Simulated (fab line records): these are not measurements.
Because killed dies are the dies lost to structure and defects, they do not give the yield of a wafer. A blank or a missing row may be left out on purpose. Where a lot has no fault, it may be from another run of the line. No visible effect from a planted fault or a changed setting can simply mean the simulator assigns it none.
Chamber matching || flow n5-finfet || 4 sister chambers for N5_BEOL_M6_STRIP_67 on rie-diel-01
The step strips in CF4. 4 wafers are shown with their chamber, then 7 later ones without.

## WAFERS, EACH WITH ITS CHAMBER
{"wafer": "L083.1", "chamber": 1, "drypump-motor-current-A (A)": 5.2}
{"wafer": "L083.5", "chamber": 3, "drypump-motor-current-A (A)": 5.0}
{"wafer": "L085.1", "chamber": 2, "drypump-motor-current-A (A)": 5.9}
{"wafer": "L085.4", "chamber": 0, "drypump-motor-current-A (A)": 5.4}

## WAFERS WITH NO CHAMBER GIVEN
{"wafer": "L085.5", "drypump-motor-current-A (A)": 4.9}
{"wafer": "L095.1", "drypump-motor-current-A (A)": 5.5}
{"wafer": "L095.3", "drypump-motor-current-A (A)": 5.0}
{"wafer": "L095.5", "drypump-motor-current-A (A)": 5.9}
{"wafer": "L096.1", "drypump-motor-current-A (A)": 5.0}
{"wafer": "L096.5", "drypump-motor-current-A (A)": 5.0}
{"wafer": "L096.6", "drypump-motor-current-A (A)": 5.9}

## CHAMBER TAKEN BY EACH
{"wafer": "L085.5", "from the rows above": 3, "in truth": 3}
{"wafer": "L095.1", "from the rows above": 0, "in truth": 0}
{"wafer": "L095.3", "from the rows above": 3, "in truth": 3}
{"wafer": "L095.5", "from the rows above": 2, "in truth": 2}
{"wafer": "L096.1", "from the rows above": 3, "in truth": 3}
{"wafer": "L096.5", "from the rows above": 3, "in truth": 3}
{"wafer": "L096.6", "from the rows above": 2, "in truth": 2}
7 of 7 placed correctly. Not placeable from these rows: 0. Wrongly placed: 0.
How it was worked out, from the rows above alone: a wafer's distance from a chamber is the root of the sum, over the readings, of the square of ((its reading less the chamber's mean) divided by the reading's scatter). If the next closest chamber is less than 2 further off than the closest, the wafer can't be placed; otherwise it belongs to the closest. For every chamber, the mean is computed from those of its wafers that are shown. The scatter: with one shown wafer a chamber, the root of the mean of the squares of how far each hidden wafer lies from its nearest shown one.
